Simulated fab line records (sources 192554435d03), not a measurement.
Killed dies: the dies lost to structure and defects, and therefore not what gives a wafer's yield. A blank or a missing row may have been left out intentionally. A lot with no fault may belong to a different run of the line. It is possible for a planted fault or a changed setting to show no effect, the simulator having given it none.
fab line records + flow n5Finfet
[record]
- lots = 4
- wafers = 12
- lastDay = 17
route steps=1938 shown SD_EPI_N@276 SD_EPI_P@295 SD_ACTIVATION@332 BEOL_M4@1111 PASSIVATION@1936
lots with no fault: from the same line, run without faults
startH: hours from the record's opening day to when the first of the lot's shown wafers began + waitH: how many hours have passed since the lot's step before this one + " unchanged from the row above + L1.1+2: several wafers, shown together as one row + - no value, or no start was given + * or withheld: withheld + < > ~ a bound
route shown NAME@n: a module of which the file shows steps, and the number in the route of the first + usual: average and standard deviation across the fault-free wafers + same: alike in all rows + chamber/n: place in a boat + sites: per-site readings + _std_site: the standard deviation of these + _edge_site: mean of outer sites minus mean of inner sites + radiusMm: for every site, how far away it sits from the centre of the wafer + mask NAME#n: copy n + behind: tool/chamber where the wafer was last shaped + hold: reason for holding the lot/hours on hold/outcome of the hold + device: transistor that didn't switch, given as n, p or np + end of line: the same wafers' tests at the end of the route + a step without rows: its recipe alone + killed: dies that structure and defects cost at the first sort, which is not the same as the wafer's yield + map: dies across one wafer; x = killed, . = not, _ = none there
set.NAME: the setting the step ran with; set.NAME@STEP: the setting that earlier step ran with + model.NAME: the simulator's own value behind a step, which no gauge read
certain route steps with their lots: each step a table, each wafer a row
[[steps]]
[step N5_SD_EPI_N_STRIP_36]
[recipe]
- chemistry = N2/H2
- tempC = 40
- n2FlowSccm = 200
- h2FlowSccm = 200
- rfFrequencyHz = 6e+07
[step N5_SD_EPI_N_ETCHBACK_44]
[recipe]
- chemistry = CH3F/O2
- mode = anisotropicEtchback
- target = SiNx
- targetDepthA = 145
- stopOn = SiO2
- overEtchFrac = 0.3
- ionEnergyEv = 120
- pressureMtorr = 30
- sourceW = 395
- biasW = 73
- Ar_flow_sccm = 150
- CH3F_flow_sccm = 30
- O2_flow_sccm = 20
[step N5_SD_EPI_N_ETCH_45]
[recipe]
- chemistry = CH3F/O2
- target = SiOCN
- targetDepthA = 60
- maskMaterial = SOC
- ionEnergyEv = 60
- biasW = 29
- pressureMtorr = 15
- sourceW = 410
- Ar_flow_sccm = 150
- CH3F_flow_sccm = 30
- O2_flow_sccm = 20
[step N5_SD_EPI_N_ETCH_16]
[recipe]
- chemistry = CHF3/O2
- target = SiO2
- targetDepthA = 50
- maskMaterial = SOC
- pressureMtorr = 30
- sourceW = 650
- biasW = 170
- Ar_flow_sccm = 200
- CHF3_flow_sccm = 50
- O2_flow_sccm = 5
- ionEnergyEv = 200
[step N5_SD_EPI_N_STRIP_47]
[recipe]
- chemistry = CHF3/O2
- resist = SiARC
- rfFrequencyHz = 6e+07
[step N5_SD_EPI_N_SD_RECESS_17]
[recipe]
- chemistry = HBr/Cl2/O2
- targetDepthA = 410
- maskMaterial = SOC
- timeS = 23.7
- btTimeS = 3
- pressureMtorr = 10
- icpW = 800
- biasW = 112
- HBr_flow_sccm = 150
- Cl2_flow_sccm = 80
- O2_flow_sccm = 12
[step N5_SD_EPI_N_STRIP_38]
[recipe]
- chemistry = N2/H2
- powerW = 1000
- tempC = 250
- h2Frac = 0.65
- overashFraction = 0.3
- pressureMtorr = withheld
- n2FlowSccm = 1750
- h2FlowSccm = 3250
[step N5_SD_EPI_N_WET_ETCH_43]
[recipe]
- chemistry = dHF
- dilution = withheld
- timeS = 14
- target = SiO2
- targetDepthA = 15
- tempC = 25
[step N5_SD_EPI_N_STRIP_18]
[recipe]
- chemistry = SPM
- timeS = 750
- tempC = 130
- h2so4H2o2VolRatio = 4
[step N5_SD_EPI_N_SRD_20]
[recipe]
- dry = ipaMarangoni
- doPpb = 5
- timeS = 30
- tempC = 23
- rinseLiquid = diw
[step N5_SD_EPI_N_PRECLEAN_48]
[recipe]
- chemistry = NF3:NH3
- afsCycles = 2
- tempC = 30
- timeS = 20
- sublimationTempC = 180
- sublimationTimeS = 60
- pressureTorr = 3
- rfPowerW = 30
[step N5_SD_EPI_N_VAPOR_ETCH_50]
[recipe]
- chemistry = HCl
- target = Si
- tempC = 775
- timeS = 54
- pressureTorr = 20
- mode = isotropic
[step N5_SD_EPI_N_EPI_21]
[recipe]
- material = Si:P
- dopant = P
- tempC = 680
- pressureTorr = 255
- timeS = 690
| lot.wafer  | tool        | chamber | startH | waitH |
|------------|-------------|---------|--------|-------|
| L950.2+3+6 | epiRpcvd-02 | 0       | 63.92  | 0.5   |
| L957.1+4+6 | epiRpcvd-02 | 0       | 104.35 | 0.1   |
| L959.3+4+6 | epiRpcvd-02 | 0       | 118.30 | 0.7   |
| L970.1+4+6 | epiRpcvd-04 | 0       | 182.48 | 0.2   |
[step N5_SD_EPI_N_PRECLEAN_24]
[recipe]
- chemistry = O3/DIW
- timeS = 60
- tempC = 22
- o3Ppm = 10
[step N5_SD_EPI_N_SRD_25]
[recipe]
- timeS = 30
- tempC = 23
- rinseLiquid = diw
- dry = ipaMarangoni
[step N5_SD_EPI_N_PRECLEAN_49]
[recipe]
- chemistry = NF3:NH3
- afsCycles = 1
- tempC = 30
- timeS = 20
- sublimationTempC = 180
- sublimationTimeS = 60
- pressureTorr = 3
- rfPowerW = 30
[step N5_SD_EPI_N_LINER_46]
[recipe]
- material = SiNx
- targetThkA = 30
- tempC = 400
- aldPrecursorFamily = SiH2I2
- aldCoReactant = N2/H2-plasma
- pressureTorr = 2
[step N5_SD_EPI_P_COAT_34]
[recipe]
- resist = SOC
- tempC = 250
- timeS = 60
- spinRpm = 1500
- resistThkNm = 350
[step N5_SD_EPI_P_COAT_35]
[recipe]
- resist = SiARC
- tempC = 220
- timeS = 60
- spinRpm = 1500
- resistThkNm = 35
[step N5_SD_EPI_P_COAT_03]
[recipe]
- resist = CAR-ArF-block
- spinRpm = 1500
- resistThkNm = 150
[step N5_SD_EPI_P_EBR_05]
[recipe]
- solvent = PGMEA
- ebrWidthMm = 1.5
[step N5_SD_EPI_P_SOFTBAKE_04]
[recipe]
- tempC = 110
- timeS = 60
- resist = CAR-ArF-block
[step N5_SD_EPI_P_EXPOSE_06]
[recipe]
- maskId = SD_P_BLK
- na = 1.35
- sourceShape = conventional
- sigmaOuter = 0.8
- polarization = unpolarized
- targetCdNm = 240
- doseMj = 39.5
[step N5_SD_EPI_P_PEB_07]
[recipe]
- pebTempC = 110
- pebTimeS = 60
- resist = CAR-ArF-block
[step N5_SD_EPI_P_DEVELOP_08]
[recipe]
- developTimeS = 30
- developer = TMAH
- resist = CAR-ArF-block
- devTempC = 23
- rinseLiquid = diw
- dry = airSpin
[step N5_SD_EPI_P_DESCUM_14]
[recipe]
- chemistry = O2
- timeS = 7.9
- sourcePowerW = 50
- biasPowerW = 20
- pressureMtorr = 20
- rfFrequencyHz = 2.712e+07
- tempC = 40
- resist = CAR-ArF-block
- o2FlowSccm = 225
[step N5_SD_EPI_P_ETCH_36]
[recipe]
- chemistry = CF4
- target = SiARC
- targetDepthA = 455
- maskMaterial = CAR-ArF-block
- timeS = 75.8
- ionEnergyEv = 80
- pressureMtorr = 40
- sourceW = 545
- biasW = 36
- Ar_flow_sccm = 100
- cf4FlowSccm = 100
- ends = cleared
[step N5_SD_EPI_P_ETCH_37]
[recipe]
- chemistry = N2/H2
- target = SOC
- overetchA = 1080
- maskMaterial = SiARC
- tempC = 40
- ionEnergyEv = 100
- sourceW = 3000
- biasW = 133
- pressureMtorr = 20
- timeS = 486
- n2FlowSccm = 200
- h2FlowSccm = 200
- ends = endPoint
[step N5_SD_EPI_P_STRIP_38]
[recipe]
- chemistry = N2/H2
- tempC = 40
- n2FlowSccm = 200
- h2FlowSccm = 200
- rfFrequencyHz = 6e+07
[step N5_SD_EPI_P_ETCHBACK_46]
[recipe]
- chemistry = CH3F/O2
- mode = anisotropicEtchback
- target = SiNx
- targetDepthA = 175
- stopOn = SiO2
- overEtchFrac = 0.3
- ionEnergyEv = 120
- pressureMtorr = 30
- sourceW = 395
- biasW = 73
- Ar_flow_sccm = 150
- CH3F_flow_sccm = 30
- O2_flow_sccm = 20
[step N5_SD_EPI_P_ETCH_47]
[recipe]
- chemistry = CH3F/O2
- target = SiOCN
- targetDepthA = 250
- maskMaterial = SOC
- ionEnergyEv = 60
- biasW = 29
- pressureMtorr = 30
- sourceW = 410
- Ar_flow_sccm = 150
- CH3F_flow_sccm = 30
- O2_flow_sccm = 20
[step N5_SD_EPI_P_ETCH_16]
[recipe]
- chemistry = CHF3/O2
- target = SiO2
- targetDepthA = 50
- maskMaterial = SOC
- pressureMtorr = 30
- sourceW = 650
- biasW = 170
- Ar_flow_sccm = 200
- CHF3_flow_sccm = 50
- O2_flow_sccm = 5
- ionEnergyEv = 200
[step N5_SD_EPI_P_STRIP_50]
[recipe]
- chemistry = CHF3/O2
- resist = SiARC
- rfFrequencyHz = 6e+07
[step N5_SD_EPI_P_SD_RECESS_17]
[recipe]
- chemistry = HBr/Cl2/O2
- targetDepthA = 391
- btTimeS = 3
- pressureMtorr = 10
- icpW = 800
- biasW = 112
- HBr_flow_sccm = 150
- Cl2_flow_sccm = 80
- O2_flow_sccm = 12
[step N5_SD_EPI_P_WET_ETCH_45]
[recipe]
- chemistry = dHF
- dilution = withheld
- timeS = 10.7
- target = SiO2
- targetDepthA = 20
- tempC = 25
- dry = ipaMarangoni
- rinseTimeS = 30
- rinseTempC = 23
[step N5_SD_EPI_P_STRIP_40]
[recipe]
- chemistry = N2/H2
- powerW = 1000
- tempC = 250
- h2Frac = 0.65
- overashFraction = 0.3
- pressureMtorr = withheld
- n2FlowSccm = 1750
- h2FlowSccm = 3250
[step N5_SD_EPI_P_PRECLEAN_52]
[recipe]
- chemistry = O3/DIW
- timeS = 60
- tempC = 22
- o3Ppm = 10
[step N5_SD_ACTIVATION_RS_MEAS_03]
[recipe]
- thkMeasGauge = four-point-probe
[usual]
- RS_SD_N = 21.89/0.29
- RS_SD_P = 55.8/0.98
| lot.wafer | tool         | chamber | startH | waitH | RS_SD_N[ohm/sq] | RS_SD_P[ohm/sq] |
|-----------|--------------|---------|--------|-------|-----------------|-----------------|
| L950.2    | filmMetro-01 | -       | 73.03  | 0.2   | 21.87           | 54.1            |
| L950.3    | "            | -       | "      | "     | 22.01           | 53.8            |
| L950.6    | "            | -       | "      | "     | 21.65           | 54.2            |
| L957.1    | filmMetro-02 | -       | 113.21 | 0.2   | 23.54           | 56.2            |
| L957.4    | "            | -       | "      | "     | 23.50           | 56.1            |
| L957.6    | "            | -       | "      | "     | 23.72           | 57.5            |
| L959.3    | filmMetro-01 | -       | 125.44 | 0.2   | 23.42           | 55.4            |
| L959.4    | "            | -       | "      | "     | 23.30           | 54.9            |
| L959.6    | "            | -       | "      | "     | 23.45           | 53.9            |
| L970.1    | filmMetro-01 | -       | 190.10 | 0.2   | 21.76           | 54.7            |
| L970.4    | "            | -       | "      | "     | 21.72           | 55.4            |
| L970.6    | "            | -       | "      | "     | 21.81           | 53.5            |
[step N5_BEOL_M4_RC_MEAS_101]
[usual]
- DIBL_N = 36.0/1.4
- DIBL_P = 36.1/1.4
- IOFF_N = 0.153/0.02
- IOFF_P = 0.211/0.026
- ION_N = 673/8.7
- ION_P = 463/6.7
- RC_DENSE_N = 18.9/0.35
- RC_N = 15.42/0.28
- REXT_N = 75.6/1.8
- RS_SD_N = 28.3/0.35
- SS_N = 71.5/0.5
- SS_P = 73.3/0.54
- VT_N = 250.1/2.4
- VT_P = -250.2/2.9
| lot.wafer | tool      | chamber | startH | waitH | DIBL_N[mV/V] | DIBL_P[mV/V] | IOFF_N[nA/um] | IOFF_P[nA/um] | ION_N[uA/um] | ION_P[uA/um] | RC_DENSE_N[ohm.um] | RC_N[ohm.um] | REXT_N[ohm.um] | RS_SD_N[ohm/sq] | SS_N[mV/dec] | SS_P[mV/dec] | VT_N[mV] | VT_P[mV] |
|-----------|-----------|---------|--------|-------|--------------|--------------|---------------|---------------|--------------|--------------|--------------------|--------------|----------------|-----------------|--------------|--------------|----------|----------|
| L950.2    | prober-01 | 0       | 204.90 | 0.2   | 35.3         | 35.9         | 0.147         | 0.217         | 671          | 462          | 18.6               | 14.97        | 75.6           | 28.5            | 72.6         | 73.5         | 251.7    | -248.1   |
| L950.3    | "         | 0       | "      | "     | 36.3         | 37.1         | 0.166         | 0.236         | 667          | 458          | 19.3               | 15.68        | 76.6           | 28.3            | 72.2         | 73.6         | 250.5    | -249.8   |
| L950.6    | "         | 0       | "      | "     | 34.9         | 34.9         | 0.141         | 0.200         | 665          | 460          | 19.1               | 15.61        | 76.5           | 27.8            | 72.2         | 72.7         | 251.1    | -248.4   |
| L957.1    | prober-01 | 0       | 246.59 | 0.0   | 33.5         | 35.8         | 0.117         | 0.205         | 650          | 459          | 20.4               | 16.69        | 85.3           | 30.3            | 71.4         | 73.3         | 258.2    | -249.4   |
| L957.4    | "         | 0       | "      | "     | 32.3         | 35.5         | 0.109         | 0.206         | 645          | 465          | 20.4               | 16.72        | 86.3           | 30.3            | 70.9         | 73.1         | 255.0    | -250.1   |
| L957.6    | "         | 0       | "      | "     | 33.0         | 35.4         | 0.111         | 0.192         | 649          | 462          | 20.6               | 16.62        | 85.4           | 30.7            | 70.5         | 72.7         | 255.5    | -250.0   |
| L959.3    | prober-02 | 0       | 263.01 | 0.3   | 33.3         | 36.1         | 0.113         | 0.200         | 648          | 456          | 21.0               | 17.07        | 83.2           | 30.4            | 70.8         | 72.5         | 256.8    | -252.5   |
| L959.4    | "         | 0       | "      | "     | 32.6         | 35.7         | 0.109         | 0.197         | 648          | 463          | 21.0               | 17.24        | 83.8           | 30.5            | 71.4         | 72.8         | 257.4    | -249.1   |
| L959.6    | "         | 0       | "      | "     | 33.1         | 35.8         | 0.114         | 0.202         | 649          | 463          | 20.9               | 16.92        | 82.8           | 30.5            | 71.3         | 72.5         | 256.6    | -251.1   |
| L970.1    | prober-01 | 0       | 307.04 | 0.0   | 36.3         | 35.5         | 0.157         | 0.198         | 671          | 461          | 18.8               | 15.25        | 74.4           | 27.9            | 71.9         | 73.2         | 249.4    | -254.7   |
| L970.4    | "         | 0       | "      | "     | 38.2         | 37.9         | 0.188         | 0.249         | 673          | 466          | 19.1               | 15.59        | 75.3           | 28.2            | 72.2         | 73.6         | 249.9    | -249.0   |
| L970.6    | "         | 0       | "      | "     | 37.5         | 37.5         | 0.187         | 0.232         | 684          | 463          | 19.3               | 15.67        | 74.8           | 28.2            | 72.4         | 72.8         | 247.9    | -249.3   |
[step N5_PASSIVATION_PROBE_49]
[usual]
- defectLimitedYield = 91.2/1.4
- killed_at_M0_to_M3 = 34/9.7
- killed_at_M4_up = 14/5.2
- killedAtContacts = 13/6.7
- killedAtFrontEnd = 39/11
- killedAtOther = 3.6/2.6
- killedDies = 104/17
- killedOpen = 69/12
- killedShort = 34/8.2
- sort_bin_5_function = 5.3/0.89
- sort_bin_6_memory = 3.2/0.69
- sortNPass = 1076/17
- sortYieldPct = 91.2/1.4
[same]
- grossDies = 1180
- killedAtBackSide = 0
- sort_bin_4_leakage[%] = 0
- sort_bin_8_speed[%] = 0
| lot.wafer | tool      | chamber | startH | waitH | defectLimitedYield[%] | killed_at_M0_to_M3 | killed_at_M4_up | killedAtContacts | killedAtFrontEnd | killedAtOther | killedDies | killedOpen | killedShort | sort_bin_5_function[%] | sort_bin_6_memory[%] | sortNPass | sortYieldPct[%] |
|-----------|-----------|---------|--------|-------|-----------------------|--------------------|-----------------|------------------|------------------|---------------|------------|------------|-------------|------------------------|----------------------|-----------|-----------------|
| L950.2    | prober-01 | -       | 315.16 | 0.1   | 92.2                  | 40                 | 5               | 6                | 38               | 3             | 92         | 59         | 31          | 4.7                    | 2.4                  | 1088      | 92.2            |
| L950.3    | prober-01 | -       | 315.21 | 0.1   | 90.7                  | 31                 | 15              | 9                | 51               | 4             | 110        | 70         | 38          | 5.5                    | 3.6                  | 1070      | 90.7            |
| L950.6    | prober-01 | -       | 315.36 | 0.3   | 92.3                  | 34                 | 9               | 8                | 39               | 1             | 91         | 65         | 25          | 4.8                    | 2.8                  | 1089      | 92.3            |
| L957.1    | prober-01 | -       | 353.63 | 0.0   | 91.1                  | 41                 | 6               | 10               | 46               | 2             | 105        | 65         | 39          | 6.2                    | 2.3                  | 1075      | 91.1            |
| L957.4    | prober-01 | -       | 353.78 | 0.2   | 91.2                  | 35                 | 15              | 6                | 45               | 3             | 104        | 71         | 32          | 5.2                    | 3.5                  | 1076      | 91.2            |
| L957.6    | prober-01 | -       | 353.88 | 0.3   | 89.7                  | 59                 | 12              | 11               | 38               | 2             | 122        | 77         | 43          | 6.3                    | 3.5                  | 1058      | 89.7            |
| L959.3    | prober-02 | -       | 361.48 | 0.1   | 90.8                  | 23                 | 21              | 5                | 55               | 5             | 109        | 73         | 34          | 5.4                    | 3.6                  | 1071      | 90.8            |
| L959.4    | prober-02 | -       | 361.53 | 0.2   | 91.2                  | 34                 | 13              | 9                | 44               | 4             | 104        | 61         | 42          | 4.6                    | 4.0                  | 1076      | 91.2            |
| L959.6    | prober-02 | -       | 361.63 | 0.3   | 91.7                  | 27                 | 17              | 10               | 42               | 2             | 98         | 61         | 36          | 4.7                    | 2.7                  | 1082      | 91.7            |
// killed by level:class
L950.2 BEOL_M0_SAQP:geometricParticle:open=16 BEOL_M0_SAQP:geometricParticle:short=15 FIN_SAQP:geometricParticle:open=11 STI_FIN_REVEAL:geometricParticle:open=10 FIN_SAQP:geometricParticle:short=7 MOL_CONTACT_COAG:geometricParticle:open=5 BEOL_M1:geometricParticle:open=4 BEOL_M3:geometricParticle:open=3
L950.3 FIN_SAQP:geometricParticle:open=11 FIN_SAQP:geometricParticle:short=9 MOL_CONTACT_COAG:geometricParticle:open=7 BEOL_M2:geometricParticle:open=7 BEOL_M3:geometricParticle:open=7 BEOL_M0_SAQP:geometricParticle:short=6 BEOL_M4:geometricParticle:open=6 STI_FIN_REVEAL:geometricParticle:open=5
L950.6 STI_FIN_REVEAL:geometricParticle:open=12 BEOL_M0_SAQP:geometricParticle:open=12 BEOL_M4:geometricParticle:open=7 BEOL_M1:geometricParticle:open=7 FIN_SAQP:geometricParticle:short=6 MOL_CONTACT_COAG:geometricParticle:open=6 BEOL_M0_SAQP:geometricParticle:short=6 STI_FIN_REVEAL:geometricParticle:short=4
L957.1 FIN_SAQP:geometricParticle:open=16 BEOL_M3:geometricParticle:open=10 FIN_SAQP:geometricParticle:short=9 BEOL_M2:geometricParticle:short=9 MOL_CONTACT_COAG:geometricParticle:open=8 BEOL_M1:geometricParticle:open=6 STI_FIN_REVEAL:geometricParticle:open=4 GATE_CUT:geometricParticle:short=4
L957.4 FIN_SAQP:geometricParticle:open=14 BEOL_M1:geometricParticle:open=13 FIN_SAQP:geometricParticle:short=10 BEOL_M0_SAQP:geometricParticle:open=10 MOL_CONTACT_COAG:geometricParticle:open=5 BEOL_M5:geometricParticle:open=5 BEOL_M4:geometricParticle:open=4 SPACER0:geometricParticle:open=3
L957.6 BEOL_M0_SAQP:geometricParticle:open=18 FIN_SAQP:geometricParticle:short=16 BEOL_M1:geometricParticle:open=13 FIN_SAQP:geometricParticle:open=10 MOL_CONTACT_COAG:geometricParticle:open=9 BEOL_M0_SAQP:geometricParticle:short=8 BEOL_M3:geometricParticle:open=7 BEOL_M4:geometricParticle:open=6
L959.3 STI_FIN_REVEAL:geometricParticle:open=19 BEOL_M5:geometricParticle:open=8 FIN_SAQP:geometricParticle:short=7 BEOL_M2:geometricParticle:open=7 STARTING-WAFER:geometricParticle:short=6 GATE_CUT:geometricParticle:short=5 GATE_CUT:geometricParticle:open=5 MOL_CONTACT_COAG:geometricParticle:open=5
L959.4 FIN_SAQP:geometricParticle:short=12 GATE_CUT:geometricParticle:short=9 STI_FIN_REVEAL:geometricParticle:open=8 BEOL_M2:geometricParticle:open=8 MOL_CONTACT_COAG:geometricParticle:open=7 BEOL_M3:geometricParticle:short=7 BEOL_M3:geometricParticle:open=6 DUMMY_GATE:geometricParticle:open=4
L959.6 GATE_CUT:geometricParticle:short=11 BEOL_M0_SAQP:geometricParticle:short=10 MOL_CONTACT_COAG:geometricParticle:open=8 FIN_SAQP:geometricParticle:open=7 GATE_CUT:geometricParticle:open=6 BEOL_M0_SAQP:geometricParticle:open=6 BEOL_M4:geometricParticle:open=6 FIN_SAQP:geometricParticle:short=5
[[key]]
[firstSign]
- step = N5_SD_ACTIVATION_RS_MEAS_03
- reading = RS_SD_N
- direction = up
- sigmas = 5.5
- usual = 21.89
- struck = 23.49
[effect]
- step = N5_BEOL_M4_RC_MEAS_101
- reading = RS_SD_N
- direction = up
- sigmas = 6.2
- usual = 28.3
- struck = 30.5
[effect]
- step = N5_BEOL_M4_RC_MEAS_101
- reading = RC_DENSE_N
- direction = up
- sigmas = 5.2
- usual = 18.9
- struck = 20.7
[effect]
- step = N5_BEOL_M4_RC_MEAS_101
- reading = RC_N
- direction = up
- sigmas = 5.2
- usual = 15.42
- struck = 16.88
[effect]
- step = N5_BEOL_M4_RC_MEAS_101
- reading = REXT_N
- direction = up
- sigmas = 4.8
- usual = 75.6
- struck = 84.4
[effect]
- step = N5_BEOL_M4_RC_MEAS_101
- reading = ION_N
- direction = down
- sigmas = 2.9
- usual = 673
- struck = 648
[effect]
- step = N5_BEOL_M4_RC_MEAS_101
- reading = DIBL_N
- direction = down
- sigmas = 2.3
- usual = 36.0
- struck = 33.0
[effect]
- step = N5_BEOL_M4_RC_MEAS_101
- reading = IOFF_N
- direction = down
- sigmas = 2.1
- usual = 0.153
- struck = 0.112
metAt N5_SD_EPI_N_EPI_21
struckWafers L957.1,L957.4,L957.6,L959.3,L959.4,L959.6
onsetBetween 63.92 104.35
[fault]
- kind = processParameterDrift
- tool = epiRpcvd-02
- chamber = -
- onsetH = 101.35
- steps = N5_SD_EPI_N_EPI_21
- channel = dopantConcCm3
- offset = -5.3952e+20
- shape = step
- endH = 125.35
- actsIn = theseRecipesOnly
- stated = 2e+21
